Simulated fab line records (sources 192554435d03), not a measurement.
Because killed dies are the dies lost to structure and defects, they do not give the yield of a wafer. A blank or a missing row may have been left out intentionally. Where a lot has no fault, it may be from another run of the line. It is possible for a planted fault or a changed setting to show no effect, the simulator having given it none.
Split-lot experiment -- flow n5-finfet -- 21 wafers read from 7 lots, route of 1938 steps

## THE SPLIT
At N5_BEOL_M13_COAT_04 (resist thk 400 nm), the setting spin-rpm was moved away from the recipe's 1625 rpm on 9 of the 21 wafers read, by -9.4% to +9.4%. The other wafers ran this setting at the recipe's value.

## FROM THE SPLIT TO THE READING: what the file shows between them, 4 steps
- N5_BEOL_M13_EBR_06
- N5_BEOL_M13_SOFTBAKE_05: time 60 s
- N5_BEOL_M13_DESCUM_15: chemistry O2, time 7.9 s
- N5_BEOL_M13_ETCH_59: etches BARC in N2/H2, target depth 89 nm, overetch 26.7 nm, time 67.9 s

## THE READING
coat_of_BEOL_M13_COAT_04.thk-nm (the simulator's own value, which no gauge read), in nm, at N5_BEOL_M13_VIA_ETCH_16 (etches SiOC in C4F8/O2/Ar, target depth 921.7 nm). The file does not state a usual value for it. The 12 wafers here that ran the recipe average 70.0 nm, standard deviation 4.8 nm.

wafer,"tool, chamber at the split","spin-rpm as run, rpm",against the recipe,"coat_of_BEOL_M13_COAT_04.thk-nm, nm",against lot-mates on the recipe
L074.2,"litho-track-05, 0",1625,recipe,67.4,-
L074.3,"litho-track-05, 0",1682,+3.5%,60.4,-7.0
L074.5,"litho-track-05, 0",1682,+3.5%,54.8,-12.6
L078.2,"litho-track-04, 0",1625,recipe,76,-
L078.4,"litho-track-04, 0",1625,recipe,68.4,-
L078.5,"litho-track-04, 0",1625,recipe,74.2,-
L082.1,"litho-track-03, 0",1480,-8.9%,91.2,+17.8
L082.3,"litho-track-03, 0",1625,recipe,72.4,-
L082.5,"litho-track-03, 0",1625,recipe,74.4,-
L088.3,"litho-track-05, 0",1527,-6.0%,82,+17.7
L088.4,"litho-track-05, 0",1625,recipe,65.4,-
L088.6,"litho-track-05, 0",1625,recipe,63.2,-
L094.1,"litho-track-03, 0",1680,+3.4%,68.6,+4.6
L094.5,"litho-track-03, 0",1680,+3.4%,62.4,-1.6
L094.6,"litho-track-03, 0",1625,recipe,64,-
L095.1,"litho-track-03, 0",1472,-9.4%,96.2,+25.4
L095.2,"litho-track-03, 0",1472,-9.4%,97.4,+26.6
L095.4,"litho-track-03, 0",1625,recipe,70.8,-
L096.4,"litho-track-03, 0",1778,+9.4%,56,-16.2
L096.5,"litho-track-03, 0",1625,recipe,78.4,-
L096.6,"litho-track-03, 0",1625,recipe,66,-

FIT RESULTS
A straight line over all 21 wafers: coat_of_BEOL_M13_COAT_04.thk-nm changes by -2.35 nm for each +1% of spin-rpm; r = -0.91; the points scatter about the line by 5 nm.
The same after taking each lot's own level away (the mean of its wafers on the recipe; 21 wafers): -2.21 nm for each +1%; r = -0.92; scatter 4.4 nm.
The reading moves by 21 nm for the largest change in spin-rpm, on that fit.
Measured against the standard deviation above, the lots' own levels, which go from 64.00 to 73.40 nm, span 2.0 times it.
The two slopes agree, so the slope changes little with the lot-to-lot level.
Check: with one of the wafers moved furthest among these (+9.4%) left out of the fit, the line predicts -20.6 nm for it against its lot-mates. It came out at -16.2 nm against them.

## THE WHOLE CHAIN: every reading that the file lists as answering this split, in the file's order
step,what it does,reading,change (the file's fit),r (the file's)
N5_BEOL_M13_COAT_04,resist thk 400 nm,"coat_of_BEOL_M13_COAT_04.thk-nm (the simulator's own value, which no gauge read)",-2.05 nm for each +1% of the setting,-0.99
N5_BEOL_M13_ETCH_59,"etches BARC in N2/H2, target depth 89 nm, overetch 26.7 nm, time 67.9 s","coat_of_BEOL_M13_COAT_04.thk-nm (the simulator's own value, which no gauge read)",-1.92 nm for each +1% of the setting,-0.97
N5_BEOL_M13_VIA_ETCH_16,"etches SiOC in C4F8/O2/Ar, target depth 921.7 nm","coat_of_BEOL_M13_COAT_04.thk-nm (the simulator's own value, which no gauge read)",-2.18 nm for each +1% of the setting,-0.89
N5_BEOL_M13_STRIP_63,strips in N2/H2,strip-time-to-endpoint-s,withheld for each +1% of the setting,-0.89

## FILE'S OWN FIT
coat_of_BEOL_M13_COAT_04.thk-nm changes by -2.18 nm for each +1% of spin-rpm, r = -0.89.
